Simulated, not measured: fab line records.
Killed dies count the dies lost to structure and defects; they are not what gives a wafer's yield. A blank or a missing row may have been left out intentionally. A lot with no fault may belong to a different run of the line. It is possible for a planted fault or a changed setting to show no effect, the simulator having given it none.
Matching of chambers / flow nand_harc / NHARC_A_BLC_STRIP_21 on rie_diel-03 has 4 sister chambers
The step strips in O2. 22 wafers are shown with their chamber, then 11 later ones without.

== WAFERS WITH THEIR CHAMBER ==
wafer=L079.1; chamber=3; showerhead_plenum_p_Torr (Torr)=3.68; oes_product_au (a.u.)=1.004; o2_flow_sccm (sccm)=499.4
wafer=L079.4; chamber=1; showerhead_plenum_p_Torr (Torr)=3.40; oes_product_au (a.u.)=0.999; o2_flow_sccm (sccm)=500.6
wafer=L079.5; chamber=1; showerhead_plenum_p_Torr (Torr)=3.40; oes_product_au (a.u.)=0.998; o2_flow_sccm (sccm)=499.6
wafer=L078.1; chamber=2; showerhead_plenum_p_Torr (Torr)=3.60; oes_product_au (a.u.)=0.990; o2_flow_sccm (sccm)=500.4
wafer=L078.3; chamber=1; showerhead_plenum_p_Torr (Torr)=3.40; oes_product_au (a.u.)=0.993; o2_flow_sccm (sccm)=498.0
wafer=L078.4; chamber=3; showerhead_plenum_p_Torr (Torr)=3.68; oes_product_au (a.u.)=1.005; o2_flow_sccm (sccm)=500.4
wafer=L081.2; chamber=3; showerhead_plenum_p_Torr (Torr)=3.68; oes_product_au (a.u.)=1.003; o2_flow_sccm (sccm)=500.6
wafer=L081.4; chamber=1; showerhead_plenum_p_Torr (Torr)=3.40; oes_product_au (a.u.)=1.002; o2_flow_sccm (sccm)=498.5
wafer=L081.6; chamber=2; showerhead_plenum_p_Torr (Torr)=3.60; oes_product_au (a.u.)=0.987; o2_flow_sccm (sccm)=501.7
wafer=L082.1; chamber=1; showerhead_plenum_p_Torr (Torr)=3.40; oes_product_au (a.u.)=1.007; o2_flow_sccm (sccm)=502.2
wafer=L082.2; chamber=2; showerhead_plenum_p_Torr (Torr)=3.60; oes_product_au (a.u.)=0.984; o2_flow_sccm (sccm)=499.8
wafer=L082.6; chamber=2; showerhead_plenum_p_Torr (Torr)=3.60; oes_product_au (a.u.)=0.993; o2_flow_sccm (sccm)=501.5
wafer=L084.1; chamber=0; showerhead_plenum_p_Torr (Torr)=3.30; oes_product_au (a.u.)=0.993; o2_flow_sccm (sccm)=498.2
wafer=L084.3; chamber=3; showerhead_plenum_p_Torr (Torr)=3.68; oes_product_au (a.u.)=1.005; o2_flow_sccm (sccm)=500.2
wafer=L084.4; chamber=2; showerhead_plenum_p_Torr (Torr)=3.60; oes_product_au (a.u.)=0.980; o2_flow_sccm (sccm)=500.6
wafer=L089.3; chamber=1; showerhead_plenum_p_Torr (Torr)=3.39; oes_product_au (a.u.)=1.013; o2_flow_sccm (sccm)=499.7
wafer=L089.5; chamber=2; showerhead_plenum_p_Torr (Torr)=3.60; oes_product_au (a.u.)=0.991; o2_flow_sccm (sccm)=498.3
wafer=L089.6; chamber=1; showerhead_plenum_p_Torr (Torr)=3.39; oes_product_au (a.u.)=1.004; o2_flow_sccm (sccm)=499.9
wafer=L085.1; chamber=0; showerhead_plenum_p_Torr (Torr)=3.30; oes_product_au (a.u.)=0.990; o2_flow_sccm (sccm)=499.1
wafer=L085.2; chamber=2; showerhead_plenum_p_Torr (Torr)=3.60; oes_product_au (a.u.)=1.000; o2_flow_sccm (sccm)=499.6
wafer=L085.3; chamber=3; showerhead_plenum_p_Torr (Torr)=3.67; oes_product_au (a.u.)=1.012; o2_flow_sccm (sccm)=500.5
wafer=L091.3; chamber=3; showerhead_plenum_p_Torr (Torr)=3.67; oes_product_au (a.u.)=1.003; o2_flow_sccm (sccm)=499.6

SIGNATURES (means of the wafers above)
reading=showerhead_plenum_p_Torr; chamber 0=3.3000; chamber 1=3.3971; chamber 2=3.6000; chamber 3=3.6767; scatter within a chamber=0.00392
reading=oes_product_au; chamber 0=0.99150; chamber 1=1.00229; chamber 2=0.98929; chamber 3=1.00533; scatter within a chamber=0.00562
reading=o2_flow_sccm; chamber 0=498.650; chamber 1=499.786; chamber 2=500.271; chamber 3=500.117; scatter within a chamber=1.09
Rule: distance of a wafer from a chamber = root of the sum over the readings of ((wafer's reading minus chamber's mean) / reading's scatter) squared. If the next closest chamber is less than 2 further off than the closest, the wafer can't be placed; otherwise it belongs to the closest. The scatter: the root of (the sum of the squares of (reading less its chamber's mean) over the shown wafers, divided by (wafers less chambers)).

== WAFERS MISSING THEIR CHAMBER ==
wafer=L091.4; showerhead_plenum_p_Torr (Torr)=3.60; oes_product_au (a.u.)=0.987; o2_flow_sccm (sccm)=498.6
wafer=L091.5; showerhead_plenum_p_Torr (Torr)=3.30; oes_product_au (a.u.)=0.979; o2_flow_sccm (sccm)=501.7
wafer=L092.3; showerhead_plenum_p_Torr (Torr)=3.39; oes_product_au (a.u.)=1.003; o2_flow_sccm (sccm)=502.5
wafer=L092.5; showerhead_plenum_p_Torr (Torr)=3.67; oes_product_au (a.u.)=1.010; o2_flow_sccm (sccm)=502.4
wafer=L092.6; showerhead_plenum_p_Torr (Torr)=3.30; oes_product_au (a.u.)=0.988; o2_flow_sccm (sccm)=501.0
wafer=L094.1; showerhead_plenum_p_Torr (Torr)=3.59; oes_product_au (a.u.)=1.002; o2_flow_sccm (sccm)=502.8
wafer=L094.3; showerhead_plenum_p_Torr (Torr)=3.39; oes_product_au (a.u.)=1.002; o2_flow_sccm (sccm)=499.2
wafer=L094.6; showerhead_plenum_p_Torr (Torr)=3.67; oes_product_au (a.u.)=1.006; o2_flow_sccm (sccm)=500.5
wafer=L094.2; showerhead_plenum_p_Torr (Torr)=3.30; oes_product_au (a.u.)=0.991; o2_flow_sccm (sccm)=500.1
wafer=L094.4; showerhead_plenum_p_Torr (Torr)=3.67; oes_product_au (a.u.)=1.003; o2_flow_sccm (sccm)=501.3
wafer=L094.5; showerhead_plenum_p_Torr (Torr)=3.59; oes_product_au (a.u.)=0.999; o2_flow_sccm (sccm)=501.2

== EACH ONE'S CHAMBER ==
wafer=L091.4; from the rows above=2; in truth=2
wafer=L091.5; from the rows above=0; in truth=0
wafer=L092.3; from the rows above=1; in truth=1
wafer=L092.5; from the rows above=3; in truth=3
wafer=L092.6; from the rows above=0; in truth=0
wafer=L094.1; from the rows above=2; in truth=2
wafer=L094.3; from the rows above=1; in truth=1
wafer=L094.6; from the rows above=3; in truth=3
wafer=L094.2; from the rows above=0; in truth=0
wafer=L094.4; from the rows above=3; in truth=3
wafer=L094.5; from the rows above=2; in truth=2
Correctly placed: 11 of 11. Not placeable from these rows: 0. Number placed wrongly: 0.
